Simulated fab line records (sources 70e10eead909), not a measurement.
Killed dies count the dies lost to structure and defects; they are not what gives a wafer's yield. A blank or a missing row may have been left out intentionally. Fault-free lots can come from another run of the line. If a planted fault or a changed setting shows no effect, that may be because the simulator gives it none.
A lot that was struck, set against a sound lot + flow nand_harc + 15 out of 1302 route steps
Sound: these wafers, L923.1, L923.3, L923.4. The struck wafers were L929.1, L929.3, L929.4. The cause is named last.
Per side, at each step with rows, come the tool, then ch with its chambers, and then its first start. Under that, the readings that differ: sound wafers + struck wafers + difference of the means + sigmas: that difference in standard deviations of wafers without a fault.
alike: readings whose means differ by less than 2 such deviations, and words and numbers that are the same on both sides. not compared: withheld readings, readings that some wafer has no value for, bounds like >300 that may hide the same value, and numbers for which the record gives no deviation and whose values overlap.
Wherever a step has rows on one side only, a row that says differs or no value, or a row with sigmas, the two part there. Non-overlapping numbers with no deviation appear without sigmas and do not part them. A reading missing from all wafers of one side parts the sides only when that side holds two or more wafers.

first, 6 steps without rows for these wafers: NHARC_P_STI_COAT_03 (resist thk 600 nm); NHARC_P_STI_SOFTBAKE_04 (time 70 s); NHARC_P_STI_EBR_05; NHARC_P_STI_EXPOSE_06 (exposes mask P STI, target cd 200 nm); NHARC_P_STI_PEB_07 (peb time 80 s); NHARC_P_STI_DEVELOP_08 (time 50 s).
NHARC_P_STI_CD_MEAS_09 targets a cd of 200 nm.
  sound on cd_sem-03 ch 0, day 4 11:59; struck on cd_sem-03 ch 0, day 7 00:42
  alike: cd_nm
NHARC_P_STI_OVL_MEAS_10:
  sound on overlay-02, day 4 12:05; struck on overlay-02, day 7 00:47
| reading           | sound       | struck   | difference | sigmas |
|-------------------|-------------|----------|------------|--------|
| overlay_x_nm (nm) | -13 -13 -13 | 11 10 11 | +24        | +3     |
  alike: overlay_y_nm
NHARC_P_STI_INSPECT_11:
  sound on defect_inspect-02, day 4 12:07; struck on defect_inspect-01, day 7 00:49
  alike: raw_defect_count
then, 1 step without rows for these wafers: NHARC_P_STI_HARDBAKE_13 (time 65 s).
NHARC_P_STI_DESCUM_14: chemistry O2, time 3 s.
  sound on rie_diel-07 ch 0,1,2, day 4 12:15; struck on rie_diel-05 ch 1,2,3, day 7 00:58
| reading                | sound | struck | difference | sigmas |
|------------------------|-------|--------|------------|--------|
| rf_hours_counter_h (h) | 8 9 9 | 3 4 3  | -5         |        |
  alike: drypump_motor_current_A, mfc_ar_sccm, oes_product_au, rf_vpp_V, showerhead_plenum_p_Torr, throttle_valve_pct
NHARC_P_STI_ETCH_42: etches the open film in N2/H2, target depth 80 nm, overetch 24 nm, time 61 s.
  sound on rie_diel-07 ch 0,2,3, day 4 12:20; struck on rie_diel-05 ch 1,2,3, day 7 01:03
| reading                | sound | struck | difference | sigmas |
|------------------------|-------|--------|------------|--------|
| rf_hours_counter_h (h) | 8 9 8 | 3 4 3  | -5         |        |
  alike: bias_w, chamber_pressure_mTorr, drypump_motor_current_A, mfc_ar_sccm, oes_product_au, rf_vpp_V, showerhead_plenum_p_Torr, throttle_valve_pct
NHARC_P_STI_ETCH_31: etches the open film in CF4/CHF3, target depth 108.9 nm, time 54.5 s.
  sound on rie_diel-07 ch 0,2,3, day 4 12:25; struck on rie_diel-05 ch 1,2,3, day 7 01:08
  no value came back on the struck wafers for any of 9 readings (bias_w (W), cf4_flow_sccm (sccm) and others); on the sound wafers bias_w (W) reads 199.4 201.2 200.2
NHARC_P_STI_ETCH_15: etches the open film in HBr/Cl2, target depth 300 nm, time 100.1 s.
  sound on rie_si-06 ch 0,1,3, day 4 12:31; struck on rie_si-01 ch 1,2,3, day 7 01:14
| reading                | sound       | struck      | difference | sigmas |
|------------------------|-------------|-------------|------------|--------|
| rf_hours_counter_h (h) | 0.0 0.1 0.1 | 0.8 0.8 0.7 | +0.7       |        |
  alike: bias_w, chamber_pressure_mTorr, drypump_motor_current_A, oes_product_au, throttle_valve_pct
-- record jumps: 21 days between struck wafers' starts before vs after; left off in module P_STI, resumes in module END, first step shown is number 1302 of the route --
NHARC_END_SORT_01:
  sound on prober-01 ch 0, day 25 13:46; struck on prober-02 ch 0, day 28 10:55
| reading             | sound     | struck                                                               | difference                   | sigmas      |
|---------------------|-----------|----------------------------------------------------------------------|------------------------------|-------------|
| hold                | - - -     | await_dispo/5.3h/scrap await_dispo/5.3h/scrap await_dispo/5.3h/scrap | no value on the sound wafers |             |
| killed_at_array     | 97 87 90  | 22 24 26                                                             | -67                          | -2          |
| killed_at_periphery | 4 2 1     | 655 653 651                                                          | +651                         | +99 or more |
| killed_dies         | 101 89 91 | 677 677 677                                                          | +583                         | +21         |
  alike: killed_at_other, killed_open, killed_short

== WHERE THEY PART ==
At NHARC_P_STI_OVL_MEAS_10 first; at NHARC_END_SORT_01 last (within this record only).

WHY: what had been put in by the simulator
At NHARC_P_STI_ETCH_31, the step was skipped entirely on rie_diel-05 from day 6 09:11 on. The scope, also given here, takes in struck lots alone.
